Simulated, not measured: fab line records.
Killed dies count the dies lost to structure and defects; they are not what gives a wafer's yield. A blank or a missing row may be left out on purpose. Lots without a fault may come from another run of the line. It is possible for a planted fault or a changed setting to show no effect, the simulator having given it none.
Which of the tools did it? :: flow n5 finfet :: 11 lots, 32 wafers sampled, at 4 steps of a route of 1938

WHAT EACH GAUGE READ, for each wafer
N5_PASSIVATION_CD_MEAS_10: the cd target is 3000 nm. Usual: 2999.5 nm for cd nm, sd 2.4.
lot: L149
measured: day 10 17:35
on: cd sem-02
cd nm (nm): 2997.4 2999.5 2998.4
flag: 

lot: L151
measured: day 11 14:48
on: cd sem-01
cd nm (nm): 2997.8 3001.4 2998.9
flag: 

lot: L152
measured: day 12 03:58
on: cd sem-02
cd nm (nm): 2997.1 2997.0 2999.6
flag: 

lot: L153
measured: day 12 08:59
on: cd sem-01
cd nm (nm): 2999.9 2993.1 3000.0
flag: 

lot: L156
measured: day 15 02:06
on: cd sem-02
cd nm (nm): 2998.5 3002.5 2995.6
flag: 

lot: L157
measured: day 15 23:14
on: cd sem-02
cd nm (nm): 3000.4 3004.1 3004.0
flag: 

lot: L154
measured: day 15 23:05
on: cd sem-02
cd nm (nm): 3003.1 3002.5
flag: 

lot: L158
measured: day 16 04:04
on: cd sem-01
cd nm (nm): 2998.9 2997.8 3000.4
flag: 

lot: L163
measured: day 16 20:44
on: cd sem-01
cd nm (nm): 2997.4 2998.1 2996.9
flag: 

lot: L166
measured: day 17 05:22
on: cd sem-02
cd nm (nm): 2998.1 2997.9 2999.9
flag: 

lot: L167
measured: day 17 05:12
on: cd sem-01
cd nm (nm): 2999.9 3003.1 3001.8
flag: 

N5_PASSIVATION_OVL_MEAS_63. Usual: PAD_OVL gives -4 nm (standard deviation 5.6).
lot: L149
measured: day 10 20:06
on: overlay-01
PAD_OVL (nm): 1 3 -8
flag: 

lot: L151
measured: day 11 16:36
on: overlay-01
PAD_OVL (nm): -20 -5 -6
flag: 

lot: L152
measured: day 12 05:43
on: overlay-01
PAD_OVL (nm): -6 -9 -6
flag: 

lot: L153
measured: day 12 10:28
on: overlay-01
PAD_OVL (nm): -3 1 -8
flag: 

lot: L156
measured: day 15 03:49
on: overlay-01
PAD_OVL (nm): 2 -3 -2
flag: 

lot: L157
measured: day 16 01:14
on: overlay-02
PAD_OVL (nm): -1 2 1
flag: 

lot: L154
measured: day 16 00:52
on: overlay-01
PAD_OVL (nm): -2 -6
flag: 

lot: L158
measured: day 16 06:09
on: overlay-01
PAD_OVL (nm): -4 -7 -7
flag: 

lot: L163
measured: day 16 22:34
on: overlay-02
PAD_OVL (nm): 7 3 -1
flag: 

lot: L166
measured: day 17 09:49
on: overlay-01
PAD_OVL (nm): -11 -5 -11
flag: 

lot: L167
measured: day 17 09:29
on: overlay-01
PAD_OVL (nm): 3 1 1
flag: 

WHAT TOOL EACH LOT RAN ON (gives the tool, then ch and the chambers of the sampled wafers, and finally the start)
lot: L149
N5_BEOL_M11_TRENCH_ETCH_37: rie diel-06 ch 0,1,2, day 9 10:55
N5_PASSIVATION_SPUTTER_20: pvd sputter-01, day 10 19:23

lot: L151
N5_BEOL_M11_TRENCH_ETCH_37: rie diel-06 ch 2,3, day 10 06:05
N5_PASSIVATION_SPUTTER_20: pvd sputter-01, day 11 15:52

lot: L152
N5_BEOL_M11_TRENCH_ETCH_37: rie diel-01 ch 1,3, day 10 12:59
N5_PASSIVATION_SPUTTER_20: pvd sputter-03, day 12 05:04

lot: L153
N5_BEOL_M11_TRENCH_ETCH_37: rie diel-06 ch 1,3, day 10 21:43
N5_PASSIVATION_SPUTTER_20: pvd sputter-02, day 12 09:44

lot: L156
N5_BEOL_M11_TRENCH_ETCH_37: rie diel-01 ch 2,3, day 13 17:23
N5_PASSIVATION_SPUTTER_20: pvd sputter-02, day 15 03:04

lot: L157
N5_BEOL_M11_TRENCH_ETCH_37: rie diel-02 ch 0,1,2, day 14 02:01
N5_PASSIVATION_SPUTTER_20: pvd sputter-01, day 16 00:36

lot: L154
N5_BEOL_M11_TRENCH_ETCH_37: rie diel-01 ch 0,1, day 14 02:11
N5_PASSIVATION_SPUTTER_20: pvd sputter-03, day 16 00:08

lot: L158
N5_BEOL_M11_TRENCH_ETCH_37: rie diel-01 ch 0,1, day 14 06:03
N5_PASSIVATION_SPUTTER_20: pvd sputter-03, day 16 05:25

lot: L163
N5_BEOL_M11_TRENCH_ETCH_37: rie diel-06 ch 0,3, day 14 16:32
N5_PASSIVATION_SPUTTER_20: pvd sputter-02, day 16 21:58

lot: L166
N5_BEOL_M11_TRENCH_ETCH_37: rie diel-01 ch 0,1,2, day 15 01:39
N5_PASSIVATION_SPUTTER_20: pvd sputter-03, day 17 09:06

lot: L167
N5_BEOL_M11_TRENCH_ETCH_37: rie diel-02 ch 1,2,3, day 15 10:15
N5_PASSIVATION_SPUTTER_20: pvd sputter-03, day 17 08:46
- N5_BEOL_M11_TRENCH_ETCH_37: etches SiCOH lowk in C4F6/O2, target depth 148.83 nm, time 48 s.
- N5_PASSIVATION_SPUTTER_20: material TaN, target thk 50 nm.

WHAT THE TOOLS THEMSELVES READ (means of the sampled wafers that have a number; where no wafer has one, the mark that the record gives instead)
N5_BEOL_M11_TRENCH_ETCH_37. Usual: drypump motor current A 5.7 A, standard deviation 0.45; oes_ar_750_au 0.83 a.u., standard deviation 0.09; oes product au 0.83 a.u., standard deviation 0.088; rf vpp V 663 V, standard deviation 16; showerhead plenum p Torr 2.86 Torr, standard deviation 0.092; throttle valve pct 20.90 %, standard deviation 0.28.
lot: L149
tool: rie diel-06
drypump motor current A (A): 5.6
oes_ar_750_au (a.u.): 0.80
oes product au (a.u.): 0.81
rf vpp V (V): 682
showerhead plenum p Torr (Torr): 2.89
throttle valve pct (%): 20.83
flag: 

lot: L151
tool: rie diel-06
drypump motor current A (A): 5.9
oes_ar_750_au (a.u.): 0.77
oes product au (a.u.): 0.77
rf vpp V (V): 651
showerhead plenum p Torr (Torr): 2.86
throttle valve pct (%): 20.69
flag: 

lot: L152
tool: rie diel-01
drypump motor current A (A): 6.0
oes_ar_750_au (a.u.): 0.81
oes product au (a.u.): 0.81
rf vpp V (V): 662
showerhead plenum p Torr (Torr): 2.90
throttle valve pct (%): 20.64
flag: 

lot: L153
tool: rie diel-06
drypump motor current A (A): 5.2
oes_ar_750_au (a.u.): 0.84
oes product au (a.u.): 0.84
rf vpp V (V): 668
showerhead plenum p Torr (Torr): 2.92
throttle valve pct (%): 21.09
flag: 

lot: L156
tool: rie diel-01
drypump motor current A (A): 6.1
oes_ar_750_au (a.u.): 0.79
oes product au (a.u.): 0.80
rf vpp V (V): 663
showerhead plenum p Torr (Torr): 2.89
throttle valve pct (%): 20.67
flag: 

lot: L157
tool: rie diel-02
drypump motor current A (A): 5.7
oes_ar_750_au (a.u.): 0.77
oes product au (a.u.): 0.77
rf vpp V (V): 669
showerhead plenum p Torr (Torr): 2.92
throttle valve pct (%): 21.03
flag: 

lot: L154
tool: rie diel-01
drypump motor current A (A): 5.6
oes_ar_750_au (a.u.): 0.95
oes product au (a.u.): 0.94
rf vpp V (V): 652
showerhead plenum p Torr (Torr): 2.87
throttle valve pct (%): 20.95
flag: 

lot: L158
tool: rie diel-01
drypump motor current A (A): 5.7
oes_ar_750_au (a.u.): 0.91
oes product au (a.u.): 0.90
rf vpp V (V): 652
showerhead plenum p Torr (Torr): 2.84
throttle valve pct (%): 20.96
flag: 

lot: L163
tool: rie diel-06
drypump motor current A (A): 5.2
oes_ar_750_au (a.u.): 0.86
oes product au (a.u.): 0.86
rf vpp V (V): 657
showerhead plenum p Torr (Torr): 2.79
throttle valve pct (%): 20.97
flag: 

lot: L166
tool: rie diel-01
drypump motor current A (A): 5.5
oes_ar_750_au (a.u.): 0.93
oes product au (a.u.): 0.94
rf vpp V (V): 653
showerhead plenum p Torr (Torr): 2.89
throttle valve pct (%): 20.99
flag: 

lot: L167
tool: rie diel-02
drypump motor current A (A): 5.9
oes_ar_750_au (a.u.): 0.76
oes product au (a.u.): 0.78
rf vpp V (V): 662
showerhead plenum p Torr (Torr): 2.81
throttle valve pct (%): 21.00
flag: 

N5_PASSIVATION_SPUTTER_20. Usual: 30.0 % for throttle valve pct, sd 0.62.
lot: L149
tool: pvd sputter-01
throttle valve pct (%): 30.4
flag: 

lot: L151
tool: pvd sputter-01
throttle valve pct (%): 29.9
flag: 

lot: L152
tool: pvd sputter-03
throttle valve pct (%): 29.5
flag: 

lot: L153
tool: pvd sputter-02
throttle valve pct (%): 30.0
flag: 

lot: L156
tool: pvd sputter-02
throttle valve pct (%): 30.2
flag: 

lot: L157
tool: pvd sputter-01
throttle valve pct (%): 30.4
flag: 

lot: L154
tool: pvd sputter-03
throttle valve pct (%): 29.6
flag: 

lot: L158
tool: pvd sputter-03
throttle valve pct (%): 29.7
flag: 

lot: L163
tool: pvd sputter-02
throttle valve pct (%): 29.7
flag: 

lot: L166
tool: pvd sputter-03
throttle valve pct (%): 29.7
flag: 

lot: L167
tool: pvd sputter-03
throttle valve pct (%): 29.7
flag: 

THE ANSWER, worked out from the rows above alone
Rule: lot off if the mean of its wafers having a number is beyond 3 standard deviations from the usual mean. A lot without any number at a reading at which 4 lots or more have one is off too. Where the step has rows for the other lots, those lots are counted as sound. The gauges are gone through in route order, then the tools' own readings, and for those a lot's mean is taken as printed above. The first step at which some lot is off is used, and at that step the reading that is off furthest; a lot without a number counts as furthest.
No lot is off at any reading shown: from this, nothing can be told.

WHAT THE SIMULATOR HAD INSERTED
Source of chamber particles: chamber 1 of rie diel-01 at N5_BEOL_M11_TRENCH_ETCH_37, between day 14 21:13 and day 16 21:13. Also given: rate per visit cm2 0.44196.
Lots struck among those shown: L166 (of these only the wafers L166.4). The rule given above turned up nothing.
